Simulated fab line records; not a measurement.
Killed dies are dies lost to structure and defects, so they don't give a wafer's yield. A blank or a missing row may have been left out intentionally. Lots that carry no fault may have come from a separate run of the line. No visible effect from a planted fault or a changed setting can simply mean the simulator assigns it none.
Matching of chambers :: flow n5 finfet :: rie diel-02 running N5_MOL_CONTACT_COAG_ETCH_48: 4 sister chambers
The step etches SiOC in C4F6/O2, target depth 15 nm, overetch 4.5 nm, time 17 s. 4 wafers are shown with their chamber, then 9 later ones without.

WAFERS PAIRED WITH THEIR CHAMBERS
wafer: L088.4
chamber: 3
rf vpp V (V): 1607

wafer: L088.5
chamber: 0
rf vpp V (V): 1607

wafer: L090.3
chamber: 2
rf vpp V (V): 1584

wafer: L090.6
chamber: 1
rf vpp V (V): 1560

WAFERS WHOSE CHAMBER IS MISSING
wafer: L091.2
rf vpp V (V): 1608

wafer: L091.4
rf vpp V (V): 1604

wafer: L091.5
rf vpp V (V): 1606

wafer: L092.2
rf vpp V (V): 1561

wafer: L092.4
rf vpp V (V): 1606

wafer: L092.5
rf vpp V (V): 1606

wafer: L095.3
rf vpp V (V): 1584

wafer: L095.5
rf vpp V (V): 1605

wafer: L095.6
rf vpp V (V): 1561

WHICH CHAMBER EACH WENT THROUGH
wafer: L091.2
from the rows above: can't be placed: 0 or 3
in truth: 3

wafer: L091.4
from the rows above: can't be placed: 0 or 3
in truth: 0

wafer: L091.5
from the rows above: can't be placed: 0 or 3
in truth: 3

wafer: L092.2
from the rows above: 1
in truth: 1

wafer: L092.4
from the rows above: can't be placed: 0 or 3
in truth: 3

wafer: L092.5
from the rows above: can't be placed: 0 or 3
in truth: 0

wafer: L095.3
from the rows above: 2
in truth: 2

wafer: L095.5
from the rows above: can't be placed: 0 or 3
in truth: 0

wafer: L095.6
from the rows above: 1
in truth: 1
Placed correctly: 3 of 9. Can't be placed from these rows: 6 (the true chamber is among the candidates in 6). Number placed wrongly: 0.
How it was worked out, from the rows above alone: a wafer's distance from a chamber is the root of the sum, over the readings, of the square of ((its reading less the chamber's mean) divided by the reading's scatter). If the next closest chamber is less than 2 further off than the closest, the wafer can't be placed; otherwise it belongs to the closest. For every chamber, the mean is computed from those of its wafers that are shown. The scatter: root of mean squared gap, hidden wafer to nearest shown wafer, with one shown wafer a chamber.
